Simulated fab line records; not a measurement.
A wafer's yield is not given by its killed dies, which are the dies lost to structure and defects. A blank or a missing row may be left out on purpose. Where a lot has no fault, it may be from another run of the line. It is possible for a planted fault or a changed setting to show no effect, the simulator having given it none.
Matching of chambers + flow nand_harc + NHARC_P_GATE_DESCUM_61 on rie_diel-05: 4 sister chambers
The step chemistry O2, time 3 s. 14 wafers are shown with their chamber, then 7 later ones without.

## WAFERS, EACH WITH ITS CHAMBER
| wafer  | chamber | drypump_motor_current_A (A) | oes_product_au (a.u.) | rf_vpp_V (V) |
|--------|---------|-----------------------------|-----------------------|--------------|
| L075.1 | 3       | 5.1                         | 0.987                 | 56.7         |
| L075.3 | 0       | 5.5                         | 1.000                 | 58.6         |
| L075.5 | 3       | 5.2                         | 0.996                 | 58.5         |
| L079.1 | 0       | 5.5                         | 1.000                 | 58.0         |
| L079.2 | 2       | 5.1                         | 0.996                 | 56.7         |
| L079.3 | 1       | 5.1                         | 0.990                 | 58.2         |
| L081.1 | 1       | 5.1                         | 0.985                 | 57.2         |
| L081.3 | 2       | 5.1                         | 0.991                 | 57.3         |
| L081.5 | 2       | 5.1                         | 0.993                 | 57.4         |
| L087.1 | 3       | 5.1                         | 0.989                 | 57.9         |
| L087.2 | 1       | 5.1                         | 0.982                 | 58.0         |
| L087.4 | 2       | 5.1                         | 0.989                 | 58.2         |
| L088.2 | 1       | 5.1                         | 0.993                 | 57.6         |
| L088.4 | 3       | 5.1                         | 0.995                 | 57.7         |

SIGNATURES (averages over the wafers above)
| reading                 | chamber 0 | chamber 1 | chamber 2 | chamber 3 | scatter within a chamber |
|-------------------------|-----------|-----------|-----------|-----------|--------------------------|
| drypump_motor_current_A | 5.500     | 5.100     | 5.100     | 5.125     | 0.0274                   |
| oes_product_au          | 1.00000   | 0.98750   | 0.99225   | 0.99175   | 0.00398                  |
| rf_vpp_V                | 58.300    | 57.750    | 57.400    | 57.700    | 0.599                    |
Rule: distance of a wafer from a chamber = root of the sum over the readings of ((wafer's reading minus chamber's mean) / reading's scatter) squared. The wafer belongs to the nearest chamber; if the next one is less than 2 further off, it can't be placed. The scatter: the root of (the sum of the squares of (reading less its chamber's mean) over the shown wafers, divided by (wafers less chambers)).

## WAFERS WHOSE CHAMBER IS MISSING
| wafer  | drypump_motor_current_A (A) | oes_product_au (a.u.) | rf_vpp_V (V) |
|--------|-----------------------------|-----------------------|--------------|
| L088.5 | 5.1                         | 0.998                 | 59.0         |
| L095.1 | 5.1                         | 0.986                 | 58.0         |
| L095.2 | 5.1                         | 1.013                 | 58.6         |
| L095.5 | 5.5                         | 1.008                 | 58.5         |
| L097.2 | 5.1                         | 0.993                 | 57.9         |
| L097.3 | 5.1                         | 0.993                 | 57.8         |
| L097.4 | 5.5                         | 1.003                 | 57.4         |

## EACH ONE'S CHAMBER
| wafer  | from the rows above          | in truth |
|--------|------------------------------|----------|
| L088.5 | can't be placed: 3 or 2 or 1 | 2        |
| L095.1 | can't be placed: 1 or 3 or 2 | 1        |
| L095.2 | can't be placed: 2 or 3 or 1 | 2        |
| L095.5 | 0                            | 0        |
| L097.2 | can't be placed: 2 or 3 or 1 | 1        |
| L097.3 | can't be placed: 2 or 3 or 1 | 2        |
| L097.4 | 0                            | 0        |
Correctly placed: 2 of 7. These rows do not allow placing 5 (true chamber among the candidates in 5). 0 placed wrongly.
